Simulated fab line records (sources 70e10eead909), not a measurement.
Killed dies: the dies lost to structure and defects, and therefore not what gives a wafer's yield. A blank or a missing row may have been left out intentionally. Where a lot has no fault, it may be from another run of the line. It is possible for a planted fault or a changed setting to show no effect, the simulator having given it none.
Struck lot and sound lot, side by side    flow nand_harc    15 steps out of a route of 1159
Sound: these wafers, L130.2, L130.4, L130.6. The struck wafers were L123.2, L123.4, L123.6. At the end, the cause is stated.
At each step with rows: each side's tool, then ch and its chambers, then its first start. Under that, the readings that differ: sound wafers    struck wafers    difference of the means    sigmas: that difference in standard deviations of wafers without a fault.
alike: a reading whose means differ by less than 2 such deviations, as well as words and numbers matching on both sides. not compared: withheld readings; readings where some wafer has no value; bounds like >300 that might hide an equal value; numbers whose values overlap and for which the record gives no deviation.
Wherever a step has rows on one side only, a row that says differs or no value, or a row with sigmas, the two part there. Numbers that don't overlap but have no deviation are shown without sigmas and don't part them. Lack of a reading on every wafer of one side parts them only where that side has two or more wafers.

NHARC_A_CHANNEL_FILL_D1_ETCHBACK_20: etches the open film in C4F8/O2/Ar, target depth 27 nm, time 13.5 s.
  sound on rie_diel-11 ch 1,2, day 13 17:52; struck on rie_diel-10 ch 0,1,2, day 12 00:30
  alike: oes_product_au, rf_vpp_V
  not compared: rf_hours_counter_h
NHARC_A_CHANNEL_FILL_D1_STRIP_28: strips in O2, time 20 s.
  sound on rie_diel-11 ch 0,1, day 13 17:58; struck on rie_diel-10 ch 1,3, day 12 00:35
reading                          sound           struck          difference  sigmas
showerhead_plenum_p_Torr (Torr)  3.28 3.64 3.28  3.75 3.68 3.75  +0.33       +2
  alike: drypump_motor_current_A, oes_product_au, rf_vpp_V, throttle_valve_pct
  not compared: rf_hours_counter_h
then, 4 steps without rows for these wafers: NHARC_A_CHANNEL_FILL_D1_PRECLEAN_21 (cleans in dHF, time 30 s); NHARC_A_CHANNEL_FILL_D1_SRD_23; NHARC_A_CHANNEL_FILL_D1_CVD_05 (deposits poly-Si, target thk 5 nm); NHARC_A_CHANNEL_FILL_D1_ANNEAL_22 (time 7200 s).
NHARC_A_CHANNEL_FILL_D1_THK_MEAS_06: measures by ellipsometry.
  struck on film_metro-01, day 12 12:32; sound on film_metro-02, day 14 06:28
  alike: thk_nm
NHARC_A_CHANNEL_FILL_D1_ALD_25: deposits SiOx, target thk 60 nm, pulse time 10 s, ald cycles 600.
  sound on ald_hk-04 ch 1,3, day 14 06:32; struck on ald_hk-02 ch 0,1,2, day 12 13:55
  alike: heater_power_w, precursor_pulse_height_rel
  not compared: since_wet_clean_h
NHARC_A_CHANNEL_FILL_D1_ETCHBACK_08: etches the open film in C4F8, target depth 220 nm, time 110 s.
  sound: rie_diel-04 ch 0,1,2; struck: rie_diel-04 ch 0,1,3
  alike: oes_product_au, rf_vpp_V
  not compared: rf_hours_counter_h
NHARC_A_CHANNEL_FILL_D1_STRIP_29: strips in O2, time 20 s.
  sound: rie_diel-04 ch 1,3; struck: rie_diel-04 ch 0,1
  alike: drypump_motor_current_A, oes_product_au, rf_vpp_V, showerhead_plenum_p_Torr, throttle_valve_pct
  not compared: rf_hours_counter_h
then, 2 steps without rows for these wafers: NHARC_A_CHANNEL_FILL_D1_PRECLEAN_30 (cleans in dHF, time 30 s); NHARC_A_CHANNEL_FILL_D1_SRD_31.
NHARC_A_CHANNEL_FILL_D1_CVD_09: deposits poly-Si, target thk 150 nm, time 3000 s.
  sound on lpcvd_poly-01 ch 0, day 14 14:49; struck on lpcvd_poly-02, day 12 21:24
  no value came back on the struck wafers for any of 6 readings (pressure_mtorr (mTorr), run_length_s (s) and others); on the sound wafers pressure_mtorr (mTorr) reads 200.0 200.0 199.9
NHARC_A_CHANNEL_FILL_D1_CMP_10: polishes, target thk 150 nm.
  sound on cmp-04 ch 0,3, day 14 17:58; struck on cmp-04 ch 1,3, day 13 00:37
reading                 sound           struck       difference  sigmas
time_to_endpoint_s (s)  14.7 14.0 16.1  5.2 7.8 6.7  -8.4        -4
  alike: motor_current_A, slurry_filter_dp_kPa
NHARC_END_SORT_01:
  the record has rows for the sound wafers here (prober-01 ch 0, day 23 21:02) and none for the struck ones

== WHERE THEY PART ==
First at NHARC_A_CHANNEL_FILL_D1_STRIP_28; last, within this record, at NHARC_END_SORT_01.

WHY: whatever the simulator had introduced
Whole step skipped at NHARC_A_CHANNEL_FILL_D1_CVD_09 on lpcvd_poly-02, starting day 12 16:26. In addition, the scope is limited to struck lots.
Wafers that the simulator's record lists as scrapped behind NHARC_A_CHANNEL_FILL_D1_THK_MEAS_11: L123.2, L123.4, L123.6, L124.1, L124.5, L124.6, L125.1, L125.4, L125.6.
